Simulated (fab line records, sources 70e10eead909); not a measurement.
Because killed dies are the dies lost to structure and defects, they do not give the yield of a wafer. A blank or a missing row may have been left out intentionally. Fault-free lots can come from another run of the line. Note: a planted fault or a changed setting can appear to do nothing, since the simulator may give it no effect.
fab line records | flow nand_harc
record: lots: 12 | wafers: 36 | last_day: 26
route steps=1159 shown P_CONTACT@218 P_M0@264 END@1159
lots untouched by any fault: they come from a run of this same line in which no faults occurred
start_h: hours from the record's first day to the start of the lot's first wafer shown | wait_h: hours from the lot's prior step to this one | " as in the row above | L1.1+2: several wafers, shown together as one row | - no value, or no start given | * or withheld: withheld | < > ~ a bound
route shown NAME@n: a module of which the file shows steps, and the number in the route of the first | usual: mean and standard deviation over wafers with no fault | same: alike in all rows | chamber/n: place in a boat | sites: readings site by site | _std_site: the values' standard deviation | _edge_site: the outer-site mean with the inner-site mean subtracted | radius_mm: for every site, how far away it sits from the centre of the wafer | mask NAME#n: copy n | behind: the tool/chamber that last shaped the wafer | hold: why the lot was held/for how many hours/how that ended | device: whichever transistor did not switch (one of n, p or np) | end of line: the same wafers' tests at the end of the route | for a step that has no rows: nothing shown but its recipe | killed: dies that structure and defects cost at the first sort, which is not the same as the wafer's yield | map: shows each die of a wafer: x if killed, . if not, _ if none is there
set.NAME: the setting the step ran with; set.NAME@STEP: the setting that earlier step ran with | model.NAME: the simulator's own value behind a step, which no gauge read
steps of the route over a sample of lots; a table a step, a row a wafer
services: from which hour (start_h, from the record's first day; less than 0 if before it) a tool's chamber was out of use, for how many hours, and why
== steps ==
step: NHARC_P_CONTACT_DEP_00
recipe: target_thk_a: 5000 | temp_c: 400 | pressure_torr: 6.5 | rf_w: 900 | teos_flow_sccm: 161.4 | flow_sccm: 2650 | target_thk_nm: 500 | gas: O2 | material: SiO2
usual: heater_power_w: 506/68 | susceptor_temp_C: 400.02/0.24 | throttle_valve_pct: 15.7/0.72
lot.wafer | tool     | chamber | start_h | wait_h | heater_power_w | susceptor_temp_C | throttle_valve_pct
L266.3    | pecvd-04 | 0       | -       | -      | 588            | 399.99           | 16.1
L266.4    | "        | 0       | "       | "      | 435            | 399.93           | 16.5
L266.5    | "        | 1       | "       | "      | 478            | 400.42           | 16.1
L269.1    | pecvd-02 | 2       | -       | -      | 449            | 400.50           | 15.4
L269.2    | "        | 0       | "       | "      | 507            | 400.08           | 15.4
L269.4    | "        | 2       | "       | "      | 477            | 399.95           | 15.8
L271.3    | pecvd-02 | 1       | -       | -      | 516            | 399.51           | 14.6
L271.2    | "        | 2       | "       | "      | 459            | 400.14           | 15.6
L271.5    | "        | 1       | "       | "      | 534            | 400.16           | 15.0
L270.2    | pecvd-03 | 2       | -       | -      | 509            | 400.01           | 16.2
L270.4    | "        | 0       | "       | "      | 502            | 399.90           | 16.7
L270.5    | "        | 1       | "       | "      | 478            | 399.69           | 14.7
L272.4    | pecvd-03 | 1       | -       | -      | 523            | 400.17           | 15.1
L272.5    | "        | 2       | "       | "      | 530            | 400.00           | 16.2
L272.6    | "        | 0       | "       | "      | 481            | 400.15           | 16.8
L278.2    | pecvd-02 | 0       | -       | -      | 595            | 399.50           | 14.6
L278.4    | "        | 1       | "       | "      | 523            | 400.28           | 15.4
L278.6    | "        | 2       | "       | "      | 351            | 400.29           | 14.7
L281.2    | pecvd-02 | 0       | -       | -      | 534            | 400.42           | 14.9
L281.5    | "        | 0       | "       | "      | 575            | 400.56           | 14.9
L281.6    | "        | 1       | "       | "      | 409            | 400.49           | 15.3
L283.1    | pecvd-02 | 0       | -       | -      | 665            | 399.45           | 14.7
L283.3    | "        | 1       | "       | "      | 472            | 399.86           | 15.3
L283.4    | "        | 1       | "       | "      | 508            | 399.57           | 15.2
L282.3    | pecvd-04 | 0       | -       | -      | 559            | 400.22           | 16.1
L282.2    | "        | 2       | "       | "      | 585            | 400.31           | 15.1
L282.6    | "        | 1       | "       | "      | 429            | 400.13           | 16.6
L284.2    | pecvd-03 | 0       | -       | -      | 510            | 400.32           | 16.8
L284.1    | "        | 1       | "       | "      | 496            | 399.58           | 15.1
L284.5    | "        | 0       | "       | "      | 538            | 400.16           | 16.7
L285.2    | pecvd-04 | 1       | -       | -      | 464            | 400.33           | 16.5
L285.1    | "        | 2       | "       | "      | 646            | 399.96           | 15.0
L285.3    | "        | 0       | "       | "      | 525            | 400.56           | 15.8
L288.2    | pecvd-02 | 2       | -       | -      | 432            | 400.20           | 15.1
L288.4    | "        | 1       | "       | "      | 488            | 400.06           | 15.4
L288.6    | "        | 0       | "       | "      | 606            | 399.78           | 15.0
step: NHARC_P_CONTACT_ETCH_36
recipe: target_depth_a: 2600 | over_etch_frac: 0.25 | time_s: 406.25 | ion_energy_ev: 200 | n2_flow_sccm: 150 | h2_flow_sccm: 150 | ar_flow_sccm: 0 | rf_w: 400 | bias_w: 150 | chemistry: N2/H2
usual: chamber_pressure_mTorr: 30.000/0.027 | drypump_motor_current_A: 6.0/0.46 | oes_product_au: 1.005/0.01 | rf_vpp_V: 431.5/2.7 | showerhead_plenum_p_Torr: 2.07/0.094 | throttle_valve_pct: 14.171/0.0087
lot.wafer | tool        | chamber | start_h | wait_h | chamber_pressure_mTorr | drypump_motor_current_A | oes_product_au | rf_hours_counter_h | rf_vpp_V | showerhead_plenum_p_Torr | throttle_valve_pct
L266.3    | rie_diel-06 | 1       | -       | -      | 30.023                 | 5.3                     | 0.999          | 4                  | 434.3    | 2.13                     | 14.161
L266.4    | "           | 3       | "       | "      | 29.964                 | 6.3                     | 1.000          | 3                  | 433.0    | 2.13                     | 14.190
L266.5    | "           | 0       | "       | "      | 29.996                 | 6.4                     | 0.995          | -                  | 431.2    | 2.07                     | 14.170
L269.4    | rie_diel-05 | 2       | -       | -      | 29.996                 | 6.4                     | 0.997          | 14                 | 435.1    | 2.18                     | 14.172
L269.2    | "           | 3       | "       | "      | 30.037                 | 6.4                     | 1.024          | 14                 | 434.3    | 2.20                     | 14.149
L269.1    | "           | 1       | "       | "      | 30.042                 | 5.9                     | 1.001          | 13                 | 432.4    | 2.07                     | 14.173
L271.3    | rie_diel-05 | 2       | -       | -      | 29.957                 | 6.3                     | 1.009          | 15                 | 434.1    | 2.18                     | 14.179
L271.2    | "           | 3       | "       | "      | 29.985                 | 6.4                     | 1.013          | 16                 | 433.2    | 2.20                     | 14.176
L271.5    | "           | 1       | "       | "      | 29.951                 | 5.8                     | 1.005          | -                  | 429.5    | 2.07                     | 14.181
L270.4    | rie_diel-05 | 2       | -       | -      | 30.019                 | 6.3                     | 0.996          | 16                 | 434.5    | 2.18                     | 14.162
L270.2    | "           | 3       | "       | "      | 29.963                 | 6.4                     | 1.015          | 16                 | 435.5    | 2.20                     | 14.177
L270.5    | "           | 2       | "       | "      | 30.011                 | 6.4                     | 1.008          | -                  | 432.2    | 2.18                     | 14.174
L272.6    | rie_diel-06 | 2       | -       | -      | 29.986                 | 6.0                     | 1.018          | -                  | 429.7    | 2.03                     | 14.192
L272.4    | "           | 3       | "       | "      | 30.045                 | 6.3                     | 0.998          | -                  | 433.3    | 2.13                     | 14.181
L272.5    | "           | 1       | "       | "      | 30.025                 | 5.3                     | 1.018          | -                  | 432.9    | 2.13                     | 14.169
L278.4    | rie_diel-06 | 0       | -       | -      | 29.951                 | 6.4                     | 1.013          | 7                  | 430.7    | 2.06                     | 14.173
L278.2    | "           | 2       | "       | "      | 30.017                 | 6.0                     | 1.010          | 11                 | 430.8    | 2.03                     | 14.175
L278.6    | "           | 3       | "       | "      | 29.974                 | 6.3                     | 1.006          | -                  | 433.8    | 2.13                     | 14.168
L281.2    | rie_diel-05 | 0       | -       | -      | 29.938                 | 5.2                     | 1.013          | 4                  | 427.1    | 1.90                     | 14.169
L281.6    | "           | 2       | "       | "      | 30.025                 | 6.4                     | 0.968          | -                  | 435.4    | 2.18                     | 14.181
L281.5    | "           | 3       | "       | "      | 30.043                 | 6.4                     | 0.999          | -                  | 433.6    | 2.20                     | 14.171
L283.4    | rie_diel-06 | 2       | -       | -      | 30.017                 | 6.0                     | 1.000          | 14                 | 431.4    | 2.03                     | 14.170
L283.1    | "           | 3       | "       | "      | 29.982                 | 6.3                     | 0.990          | 12                 | 433.3    | 2.13                     | 14.161
L283.3    | "           | 0       | "       | "      | 30.041                 | 6.4                     | 1.008          | 10                 | 432.2    | 2.06                     | 14.172
L282.2    | rie_diel-06 | 0       | -       | -      | 30.013                 | 6.4                     | 1.020          | 10                 | 430.8    | 2.06                     | 14.168
L282.3    | "           | 2       | "       | "      | 30.027                 | 6.0                     | 0.998          | 14                 | 431.1    | 2.03                     | 14.172
L282.6    | "           | 1       | "       | "      | 30.024                 | 5.3                     | 1.013          | -                  | 434.3    | 2.12                     | 14.166
L284.2    | rie_diel-06 | 1       | -       | -      | 30.028                 | 5.4                     | 1.019          | 16                 | 431.3    | 2.12                     | 14.164
L284.1    | "           | 3       | "       | "      | 29.977                 | 6.3                     | 1.006          | 13                 | 433.2    | 2.13                     | 14.153
L284.5    | "           | 1       | "       | "      | 29.966                 | 5.3                     | 1.008          | -                  | 434.2    | 2.12                     | 14.173
L285.2    | rie_diel-05 | 0       | -       | -      | 29.994                 | 5.2                     | 1.012          | 6                  | 426.5    | 1.90                     | 14.162
L285.3    | "           | 1       | "       | "      | 29.988                 | 5.8                     | 1.005          | 5                  | 431.2    | 2.06                     | 14.186
L285.1    | "           | 2       | "       | "      | 29.956                 | 6.3                     | 0.973          | 6                  | 433.7    | 2.18                     | 14.168
L288.2    | rie_diel-11 | 3       | -       | -      | 30.019                 | 6.4                     | 1.004          | 19                 | 429.7    | 1.98                     | 14.175
L288.6    | "           | 3       | "       | "      | 30.033                 | 6.4                     | 1.010          | -                  | 428.7    | 1.98                     | 14.163
L288.4    | "           | 1       | "       | "      | 29.993                 | 5.3                     | 1.005          | -                  | 431.5    | 2.12                     | 14.164
step: NHARC_P_CONTACT_ALD_22
recipe: target_thk_a: 30 | pulse_time_s: 1 | ald_cycles: 150 | temp_c: 450 | material: TiN
usual: ald_cycles: 150/0 | heater_power_w: 1085/110 | precursor_pulse_height_rel: 1.001/0.018 | susceptor_temp_C: 449.99/0.23
lot.wafer | tool         | chamber | start_h | wait_h | ald_cycles | heater_power_w | precursor_pulse_height_rel | susceptor_temp_C
L266.4    | ald_metal-04 | 3       | 118.37  | -      | 150        | 1071           | 0.973                      | 449.55
L266.3    | "            | 0       | "       | "      | 150        | 917            | 1.023                      | 449.50
L266.5    | "            | 3       | "       | "      | 150        | 1118           | 1.001                      | 449.71
L269.1    | ald_metal-04 | 0       | 132.90  | -      | 150        | 896            | 0.990                      | 450.16
L269.4    | "            | 1       | "       | "      | 150        | 1026           | 0.999                      | 449.85
L269.2    | "            | 2       | "       | "      | 150        | 1267           | 0.996                      | 450.17
L271.3    | ald_metal-04 | 1       | 147.12  | -      | 72         | 1010           | 1.013                      | 450.14
L271.2    | "            | 2       | "       | "      | 150        | 1259           | 1.017                      | 449.93
L271.5    | "            | 1       | "       | "      | 150        | 1006           | 0.992                      | 450.06
L270.4    | ald_metal-01 | 3       | 148.85  | -      | 150        | 1139           | 0.989                      | 449.76
L270.2    | "            | 2       | "       | "      | 150        | 1194           | 0.994                      | 450.28
L270.5    | "            | 0       | "       | "      | 150        | 943            | 1.037                      | 449.80
L272.4    | ald_metal-04 | 2       | 157.83  | -      | 72         | 1247           | 1.002                      | 449.79
L272.5    | "            | 0       | "       | "      | 150        | 905            | 0.984                      | 450.21
L272.6    | "            | 1       | "       | "      | 72         | 968            | 0.985                      | 450.01
L278.4    | ald_metal-03 | 3       | 186.89  | -      | 150        | 1161           | 1.000                      | 450.37
L278.2    | "            | 1       | "       | "      | 150        | 1160           | 1.011                      | 450.31
L278.6    | "            | 2       | "       | "      | 150        | 1097           | 1.009                      | 449.96
L281.2    | ald_metal-04 | 0       | 217.09  | -      | 150        | 912            | 1.001                      | 449.53
L281.5    | "            | 3       | "       | "      | 150        | 1086           | 1.007                      | 450.16
L281.6    | "            | 0       | "       | "      | 150        | 947            | 0.996                      | 449.40
L283.4    | ald_metal-01 | 2       | 220.32  | -      | 150        | 1151           | 1.014                      | 449.95
L283.3    | "            | 0       | "       | "      | 150        | 947            | 1.025                      | 449.94
L283.1    | "            | 1       | "       | "      | 150        | 1171           | 1.013                      | 450.02
L282.3    | ald_metal-04 | 2       | 220.45  | -      | 150        | 1266           | 0.990                      | 450.15
L282.2    | "            | 3       | "       | "      | 150        | 1107           | 0.985                      | 450.10
L282.6    | "            | 2       | "       | "      | 150        | 1241           | 1.014                      | 450.00
L284.1    | ald_metal-01 | 2       | 228.56  | -      | 150        | 1175           | 0.996                      | 449.81
L284.2    | "            | 0       | "       | "      | 150        | 950            | 1.040                      | 450.14
L284.5    | "            | 2       | "       | "      | 150        | 1169           | 0.976                      | 449.60
L285.1    | ald_metal-01 | 0       | 228.96  | -      | 150        | 936            | 1.023                      | 449.93
L285.3    | "            | 1       | "       | "      | 150        | 1193           | 0.987                      | 450.11
L285.2    | "            | 2       | "       | "      | 150        | 1162           | 1.013                      | 449.74
L288.4    | ald_metal-04 | 1       | 246.87  | -      | 150        | 969            | 1.012                      | 450.01
L288.2    | "            | 3       | "       | "      | 150        | 1033           | 1.021                      | 450.01
L288.6    | "            | 2       | "       | "      | 150        | 1227           | 1.008                      | 450.33
step: NHARC_P_M0_OVL_MEAS_10
recipe: pitch_nm: 180
usual: overlay_x_nm: 0.1/0.87 | overlay_y_nm: 0.0/0.8
lot.wafer | tool       | chamber | start_h | wait_h | overlay_x_nm | overlay_y_nm
L266.3    | overlay-01 | -       | 126.32  | -      | 1.1          | 0.4
L266.4    | "          | -       | "       | "      | 1.1          | 0.7
L266.5    | "          | -       | "       | "      | 0.5          | 0.2
L269.1    | overlay-01 | -       | 136.62  | -      | -0.5         | 1.2
L269.2    | "          | -       | "       | "      | -0.8         | 1.1
L269.4    | "          | -       | "       | "      | -0.1         | 1.2
L271.2    | overlay-01 | -       | 152.42  | -      | 0.2          | -0.2
L271.5    | "          | -       | "       | "      | 0.1          | 0.7
L270.2    | overlay-02 | -       | 152.81  | -      | -0.9         | 0.9
L270.4    | "          | -       | "       | "      | -1.3         | 0.7
L270.5    | "          | -       | "       | "      | -0.8         | 0.4
L272.5    | overlay-01 | -       | 162.60  | -      | -0.4         | -1.0
L278.2    | overlay-02 | -       | 191.47  | -      | -0.5         | 1.5
L278.4    | "          | -       | "       | "      | 0.3          | 2.1
L278.6    | "          | -       | "       | "      | 0.5          | 1.5
L281.2    | overlay-02 | -       | 219.31  | -      | 1.2          | -0.4
L281.5    | "          | -       | "       | "      | 0.5          | -0.4
L281.6    | "          | -       | "       | "      | 0.9          | -0.5
L283.1    | overlay-02 | -       | 223.32  | -      | 0.7          | 0.1
L283.3    | "          | -       | "       | "      | 1.2          | 0.2
L283.4    | "          | -       | "       | "      | 0.2          | 0.0
L282.2    | overlay-01 | -       | 223.99  | -      | 0.7          | 0.6
L282.3    | "          | -       | "       | "      | 1.0          | 0.9
L282.6    | "          | -       | "       | "      | 1.2          | 0.7
L284.1    | overlay-02 | -       | 233.97  | -      | -0.4         | -0.7
L284.2    | "          | -       | "       | "      | -1.1         | -0.4
L284.5    | "          | -       | "       | "      | -0.8         | 0.0
L285.1    | overlay-02 | -       | 234.54  | -      | 1.5          | -0.1
L285.2    | "          | -       | "       | "      | 1.2          | -0.4
L285.3    | "          | -       | "       | "      | 1.1          | -0.4
L288.2    | overlay-01 | -       | 252.32  | -      | -0.1         | -0.2
L288.4    | "          | -       | "       | "      | 0.3          | -0.6
L288.6    | "          | -       | "       | "      | 0.0          | 0.2
step: NHARC_END_SORT_01
recipe: temp_c: 25
usual: killed_at_array: 27/11 | killed_at_other: 0.6/1 | killed_at_periphery: 3.0/2.1 | killed_dies: 31/12 | killed_open: 3.2/1.7 | killed_short: 1.7/1.4
same: gross_dies: 677
lot.wafer | tool      | chamber | start_h | wait_h | killed_at_array | killed_at_other | killed_at_periphery | killed_dies | killed_open | killed_short
L271.2    | prober-01 | 0       | 483.06  | 2.8    | 20              | 0               | 4                   | 24          | 4           | 4
L271.3    | prober-01 | 0       | 483.86  | 3.1    | 14              | 0               | 663                 | 677         | 0           | 1
L271.5    | prober-01 | 0       | 485.46  | 3.7    | 21              | 0               | 2                   | 23          | 2           | 1
L272.4    | prober-01 | 0       | 492.50  | 3.4    | 28              | 1               | 648                 | 677         | 3           | 2
L272.5    | prober-01 | 0       | 493.32  | 3.8    | 24              | 0               | 4                   | 28          | 4           | 1
L272.6    | prober-01 | 0       | 494.13  | 4.1    | 14              | 1               | 662                 | 677         | 3           | 0
killed by level:class
L271.2 A_SGD_CUT:chamber_film_flake=8 A_SLIT:chamber_film_flake=3 A_WL_FILL:chamber_film_flake=2 P_CONTACT:geometric_particle:open=1 P_M0:geometric_particle:short=1 A_ONON_D1:geometric_particle:short=1 A_CHANNEL_FILL_D1:geometric_particle:short=1 A_CHANNEL_FILL_D1:geometric_particle:open=1
L271.3 P_CONTACT:area_ald=663 A_SGD_CUT:chamber_film_flake=6 A_CHANNEL_HOLE_D1:chamber_film_flake=4 A_STAIRCASE:chamber_film_flake=3 A_CHANNEL_HOLE_D1:geometric_particle:short=1
L271.5 A_SGD_CUT:chamber_film_flake=9 A_CHANNEL_HOLE_D1:chamber_film_flake=5 A_SLIT:chamber_film_flake=2 P_CONTACT:geometric_particle:open=1 A_WL_FILL:geometric_particle:short=1 A_CONTACT:geometric_particle:open=1 P_GATE:chamber_film_flake=1 A_STAIRCASE:chamber_film_flake=1
L272.4 P_CONTACT:area_ald=646 A_CHANNEL_HOLE_D1:chamber_film_flake=15 A_STAIRCASE:chamber_film_flake=4 A_ZERO_WELL:chamber_film_flake=2 A_WL_FILL:chamber_film_flake=2 P_M2:geometric_particle:open=1 A_ONON_D1:geometric_particle:open=1 A_WL_FILL:geometric_particle:short=1
L272.5 A_CHANNEL_HOLE_D1:chamber_film_flake=15 A_WL_FILL:chamber_film_flake=3 P_M0:geometric_particle:open=2 A_ZERO_WELL:chamber_film_flake=2 P_M1:geometric_particle:open=1 A_SLIT:geometric_particle:short=1 A_M1:geometric_particle:open=1 P_STI:chamber_film_flake=1
L272.6 P_CONTACT:area_ald=659 A_CHANNEL_HOLE_D1:chamber_film_flake=9 P_GATE:chamber_film_flake=2 A_CONTACT:chamber_film_flake=2 P_GATE:geometric_particle:open=1 A_CHANNEL_FILL_D1:geometric_particle:open=1 A_M0:geometric_particle:open=1 A_SLIT:chamber_film_flake=1
== services ==
tool         | chamber | start_h | hours | kind
rie_diel-11  | 3       | 95.07   | 15.8  | repair
rie_diel-11  | 2       | 97.51   | 12.0  | repair
ald_metal-01 | -       | 102.15  | 10.0  | pm
rie_diel-06  | -       | 106.28  | 0.8   | repair
pecvd-03     | -       | 111.08  | 13.0  | pm
rie_diel-11  | -       | 115.96  | 0.6   | repair
rie_diel-11  | -       | 123.18  | 0.5   | repair
ald_metal-03 | -       | 142.15  | 0.2   | repair
ald_metal-03 | -       | 144.00  | 10.0  | pm
ald_metal-01 | 2       | 145.47  | 2.6   | repair
rie_diel-06  | 0       | 147.49  | 22.1  | repair
pecvd-02     | -       | 153.00  | 13.0  | pm
rie_diel-06  | 3       | 160.11  | 5.6   | repair
rie_diel-05  | -       | 163.67  | 9.0   | pm
rie_diel-11  | -       | 189.56  | 9.0   | pm
pecvd-04     | -       | 195.56  | 13.0  | pm
ald_metal-04 | 3       | 213.71  | 1.5   | repair
ald_metal-04 | -       | 228.00  | 10.0  | pm
ald_metal-04 | 0       | 228.00  | 10.0  | vent_cycle
ald_metal-04 | 1       | 228.00  | 10.0  | vent_cycle
ald_metal-04 | 2       | 228.00  | 10.0  | vent_cycle
ald_metal-04 | 3       | 228.00  | 10.0  | vent_cycle
rie_diel-05  | 0       | 228.59  | 1.6   | repair
rie_diel-06  | -       | 241.20  | 9.0   | pm
== key ==
first_sign: step: NHARC_P_CONTACT_ALD_22 | reading: ald_cycles | direction: down | sigmas: 99+ | usual: 150 | struck: 72
effect: step: NHARC_END_SORT_01 | reading: killed_at_periphery | direction: up | sigmas: 99+ | usual: 3.0 | struck: 657.7
more_kills_born_at: NHARC_P_CONTACT_ALD_22@ald_metal-04: 1968
met_at NHARC_P_CONTACT_ALD_22
struck_lots L271,L272
struck_wafers L271.3,L272.4,L272.6
later_rows_left_out L271.3,L272.4,L272.6
tester_left_out L271,L272
not_acting_at NHARC_P_CONTACT_DEP_00,NHARC_P_CONTACT_ETCH_36,NHARC_P_M0_OVL_MEAS_10
onset_between 132.90 147.12
fault: kind: process_parameter_drift | tool: ald_metal-04 | chamber: - | onset_h: 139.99 | steps: NHARC_P_CONTACT_ALD_22 | channel: ald_cycles | offset: -78 | shape: step | end_h: 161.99 | scope: struck_wafers_only | acts_in: these_recipes_only | stated: 150
tester_left_out: of these lots the tester's yield and bins aren't shown, on N5 and GAA mostly nor the transistor test; their killed dies are dies lost to structure and defects alone, not to doping, threshold or leakage, so they don't give the yield
later_rows_left_out: the simulator's readings of these wafers behind a module that went badly wrong aren't trusted and aren't shown, but for the sort
